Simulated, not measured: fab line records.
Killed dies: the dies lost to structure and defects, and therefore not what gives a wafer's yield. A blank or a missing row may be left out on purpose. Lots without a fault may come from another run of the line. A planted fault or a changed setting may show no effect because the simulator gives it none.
Commonality check across tools / flow nand-harc / Sampled: 2 lots, 6 wafers

## WHAT PROMPTED THE OPENING
Flagged at NHARC_END_SORT_01: reading killed-at-array, on 2 of 2 lots. Fault-free wafers read 52, with a standard deviation of 18.
Rule: a lot gets a flag if all its wafers with a number sit over 4 standard deviations from that mean, or if no wafer of it has a number. The other lots count as sound.

lot=L974; measured=day 25 12:23; on=prober-02; killed-at-array, wafer by wafer=665 668 667; flag=FLAGGED
lot=L975; measured=day 25 20:13; on=prober-02; killed-at-array, wafer by wafer=673 674 677; flag=FLAGGED
The numbers of the flagged lots are 671 on average: +619 against the usual, or +34 standard deviations.

## WHICH TOOL RAN EACH LOT
Before the reading, the record contains 4 process steps out of a 1302-step route. Read each cell as the tool, then ch plus the chambers that the sampled wafers visited, then the start.
lot=L974; flag=FLAGGED; NHARC_A_CHANNEL_HOLE_D1_ETCH_22=har-etch-02 ch 1, day 10 10:16; NHARC_A_CHANNEL_HOLE_D1_STRIP_27=rie-diel-01 ch 0,2,3, day 10 15:02 or earlier; NHARC_A_CHANNEL_HOLE_D1_XSEM_31=xsem-02 ch 0, day 10 15:02; NHARC_A_CHANNEL_FILL_D1_CVD_05=lpcvd-poly-04, day 11 16:59
lot=L975; flag=FLAGGED; NHARC_A_CHANNEL_HOLE_D1_ETCH_22=har-etch-01 ch 0, day 10 09:05; NHARC_A_CHANNEL_HOLE_D1_STRIP_27=rie-diel-13 ch 0,2,3, day 10 13:49 or earlier; NHARC_A_CHANNEL_HOLE_D1_XSEM_31=xsem-01 ch 0, day 10 13:49; NHARC_A_CHANNEL_FILL_D1_CVD_05=lpcvd-poly-04, day 11 16:59
These steps, and what they do:
- NHARC_A_CHANNEL_HOLE_D1_ETCH_22: etches the open film in C4F8/O2/Ar, time 666.7 s, target depth 1600 nm.
- NHARC_A_CHANNEL_HOLE_D1_STRIP_27: strips in O2.
- NHARC_A_CHANNEL_HOLE_D1_XSEM_31
- NHARC_A_CHANNEL_FILL_D1_CVD_05: deposits poly-Si, target thk 5 nm.
- NHARC_END_SORT_01

## FLAGGED OVER TOTAL, TOOL BY TOOL (the gauges that took the reading come last)
step=NHARC_A_CHANNEL_HOLE_D1_ETCH_22; tool=har-etch-01; lots run=1; flagged=1; share of the flagged lots=some; sound lots run after its first flagged lot=0
step=NHARC_A_CHANNEL_HOLE_D1_ETCH_22; tool=har-etch-02; lots run=1; flagged=1; share of the flagged lots=some; sound lots run after its first flagged lot=0
step=NHARC_A_CHANNEL_HOLE_D1_STRIP_27; tool=rie-diel-01; lots run=1; flagged=1; share of the flagged lots=some; sound lots run after its first flagged lot=0
step=NHARC_A_CHANNEL_HOLE_D1_STRIP_27; tool=rie-diel-13; lots run=1; flagged=1; share of the flagged lots=some; sound lots run after its first flagged lot=0
step=NHARC_A_CHANNEL_HOLE_D1_XSEM_31; tool=xsem-01; lots run=1; flagged=1; share of the flagged lots=some; sound lots run after its first flagged lot=0
step=NHARC_A_CHANNEL_HOLE_D1_XSEM_31; tool=xsem-02; lots run=1; flagged=1; share of the flagged lots=some; sound lots run after its first flagged lot=0
step=NHARC_A_CHANNEL_FILL_D1_CVD_05; tool=lpcvd-poly-04; lots run=2; flagged=2; share of the flagged lots=all; sound lots run after its first flagged lot=0
step=NHARC_END_SORT_01; tool=prober-02; lots run=2; flagged=2; share of the flagged lots=all; sound lots run after its first flagged lot=0
NHARC_A_CHANNEL_HOLE_D1_STRIP_27 gives no start for some lots, so the hours and the order of its lots are those of NHARC_A_CHANNEL_HOLE_D1_XSEM_31.

## WHAT IS ALLOWED BY THE TABLE
Every flagged lot went through 2 rows of the table: lpcvd-poly-04 at NHARC_A_CHANNEL_FILL_D1_CVD_05 and prober-02 at NHARC_END_SORT_01.
- lpcvd-poly-04 at NHARC_A_CHANNEL_FILL_D1_CVD_05: 2 of its 2 lots flagged. It ran no sound lot before its first flagged lot in this sample, so the start can't be narrowed down.
- prober-02 at NHARC_END_SORT_01: 2 of its 2 lots flagged. It ran no sound lot before its first flagged lot in this sample, so the start can't be narrowed down.
These 2 tools cannot be told apart by counting lots, since each of them fits a fault that started at some hour. More lots, or a look at what each step does to the wafer, might.

## WHAT THE SIMULATOR PUT IN
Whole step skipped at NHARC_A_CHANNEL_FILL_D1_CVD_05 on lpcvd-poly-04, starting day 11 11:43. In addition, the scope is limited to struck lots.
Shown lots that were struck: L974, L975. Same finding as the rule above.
